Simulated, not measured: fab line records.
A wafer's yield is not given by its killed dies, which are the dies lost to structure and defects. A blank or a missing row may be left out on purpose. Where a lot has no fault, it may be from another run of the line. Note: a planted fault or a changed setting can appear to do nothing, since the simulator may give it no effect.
Chamber matching	flow n5 finfet	3 sister chambers for N5_BEOL_M5_CURE_79 on uv cure-03
The step cures SiCOH lowk, time 240 s. 6 wafers are shown with their chamber, then 11 later ones without.

WAFERS PAIRED WITH THEIR CHAMBERS
wafer	chamber	wafer_temp_C_max	lamp power pct (%)
L078.6	2	386.8	52.25
L083.2	0	387.7	52.32
L083.4	0	388.4	52.33
L091.3	1	386.7	52.26
L091.4	1	387.8	52.24
L092.1	2	387.0	52.34

WAFERS WITH NO CHAMBER GIVEN
wafer	wafer_temp_C_max	lamp power pct (%)
L092.2	387.6	52.39
L092.5	387.1	52.40
L094.2	387.7	52.30
L094.5	386.9	52.30
L094.6	386.3	52.33
L093.2	387.9	52.27
L093.4	387.5	52.26
L093.6	388.2	52.24
L095.1	387.2	52.38
L095.3	387.6	52.27
L095.4	388.4	52.33

THE CHAMBER EACH PASSED THROUGH
wafer	from the rows above	in truth
L092.2	can't be placed: 0 or 2 or 1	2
L092.5	can't be placed: 0 or 2 or 1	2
L094.2	can't be placed: 0 or 2 or 1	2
L094.5	can't be placed: 2 or 1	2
L094.6	can't be placed: 2 or 1 or 0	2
L093.2	can't be placed: 1 or 0 or 2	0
L093.4	can't be placed: 1 or 2 or 0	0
L093.6	can't be placed: 1 or 0 or 2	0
L095.1	can't be placed: 0 or 2 or 1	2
L095.3	can't be placed: 1 or 2 or 0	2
L095.4	0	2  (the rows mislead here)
Placed correctly: 0 of 11. Cannot be placed on the basis of these rows: 10; the candidates contain the true chamber in 10. Placed wrongly: 1.
How it was worked out, from the rows above alone: a wafer's distance from a chamber is the root of the sum, over the readings, of the square of ((its reading less the chamber's mean) divided by the reading's scatter). If the next closest chamber is less than 2 further off than the closest, the wafer can't be placed; otherwise it belongs to the closest. Each chamber's mean is taken over the wafers shown for it. The scatter: take each reading less its chamber's mean, square it, sum over the shown wafers, divide by the number of wafers less the number of chambers, and take the root.
